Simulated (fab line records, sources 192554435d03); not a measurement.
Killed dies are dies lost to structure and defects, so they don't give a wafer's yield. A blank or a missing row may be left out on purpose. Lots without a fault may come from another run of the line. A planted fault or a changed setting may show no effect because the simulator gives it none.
A struck lot beside a sound one | flow n5_finfet | 17 steps out of a route of 1938
Sound: wafers L666.2, L666.5, L666.6. Struck: wafers L670.1, L670.3, L670.5. The cause comes at the end.
At each step with rows: each side's tool, then ch and its chambers, then its first start. Under that, the readings that differ: sound wafers | struck wafers | difference of the means | sigmas: that difference in standard deviations of wafers without a fault.
alike: readings whose means differ by less than 2 such deviations, and words and numbers that are the same on both sides. not compared: withheld readings, readings that some wafer has no value for, bounds like >300 that may hide the same value, and numbers for which the record gives no deviation and whose values overlap.
The two part at a step that has a row with sigmas, a row that says differs or no value, or rows on one side only. Numbers that don't overlap but have no deviation are shown without sigmas and don't part them. A reading that every wafer of one side lacks parts them only if that side has two wafers or more.

first, 9 steps without rows for these wafers: N5_SDB_COAT_03 (time 60 s, resist thk 100 nm); N5_SDB_COAT_04 (time 60 s, resist thk 18 nm); N5_SDB_COAT_05 (resist thk 90 nm); N5_SDB_EBR_07; N5_SDB_SOFTBAKE_06 (time 60 s); N5_SDB_EXPOSE_08 (exposes mask SDB); N5_SDB_PEB_09 (peb time 60 s); N5_SDB_DEVELOP_10 (develop time 30 s); N5_SDB_DESCUM_16 (chemistry O2, time 7.9 s).
N5_SDB_ETCH_17: etches SiARC in CF4, target depth 23.4 nm, time 39 s.
  sound on rie_diel-04 ch 0,3, day 5 06:34; struck on rie_diel-06 ch 0,1,2, day 6 06:50
  no value came back on the struck wafers for any of 8 readings (bias_w (W), cf4_flow_sccm (sccm) and others); on the sound wafers bias_w (W) reads 36.02 35.97 35.95
  reading                                  | sound      | struck         | difference | sigmas
  model.CAR-ArF_of_SDB_COAT_05.thk_nm (nm) | 67 67 66.6 | 83.4 83.2 83.4 | +16.5      |
  not compared: rf_hours_counter_h
N5_SDB_ETCH_18: etches SOC in N2/H2, target depth 100 nm, overetch 20 nm, time 150 s.
  sound on rie_diel-04 ch 0,3, day 5 06:36; struck on rie_diel-06 ch 0,1,2, day 6 06:52
  reading               | sound          | struck         | difference | sigmas
  oes_product_au (a.u.) | 0.62 0.63 0.65 | 0.26 0.26 0.26 | -0.37      | -5
  alike: bias_w, chamber_pressure_mTorr, drypump_motor_current_A, rf_vpp_V, showerhead_plenum_p_Torr, throttle_valve_pct
  not compared: rf_hours_counter_h
then, 2 steps without rows for these wafers: N5_SDB_STRIP_19 (strips in N2/H2); N5_SDB_STRIP_21 (strips in CF4).
N5_SDB_HM_OPEN_20: chemistry CH3F/O2, target SiNx, stops on poly-Si, target depth 24 nm.
  sound on rie_diel-04 ch 0,3, day 5 06:46; struck on rie_diel-06 ch 0,1,2, day 6 07:01
  reading               | sound          | struck         | difference | sigmas
  oes_product_au (a.u.) | 0.57 0.59 0.60 | 0.26 0.26 0.27 | -0.32      | -4
  alike: drypump_motor_current_A, rf_vpp_V, showerhead_plenum_p_Torr, throttle_valve_pct
  not compared: rf_hours_counter_h
then, 1 step without rows for these wafers: N5_SDB_STRIP_22 (strips in N2/H2).
N5_BEOL_M4_RC_MEAS_101:
  the record has rows for the sound wafers here (prober-01 ch 0, day 9 06:37) and none for the struck ones
-- the record jumps here: 9 days lie between the struck wafers' starts before and after (it left off in module BEOL_M4 and takes up again in module PASSIVATION, whose first step shown is number 1936 of the route) --
N5_PASSIVATION_PROBE_49:
  the record has rows for the struck wafers here (prober-02, day 15 10:55) and none for the sound ones

WHERE THEY PART
First at N5_SDB_ETCH_17; last, within this record, at N5_PASSIVATION_PROBE_49.

WHY: what the simulator had put in
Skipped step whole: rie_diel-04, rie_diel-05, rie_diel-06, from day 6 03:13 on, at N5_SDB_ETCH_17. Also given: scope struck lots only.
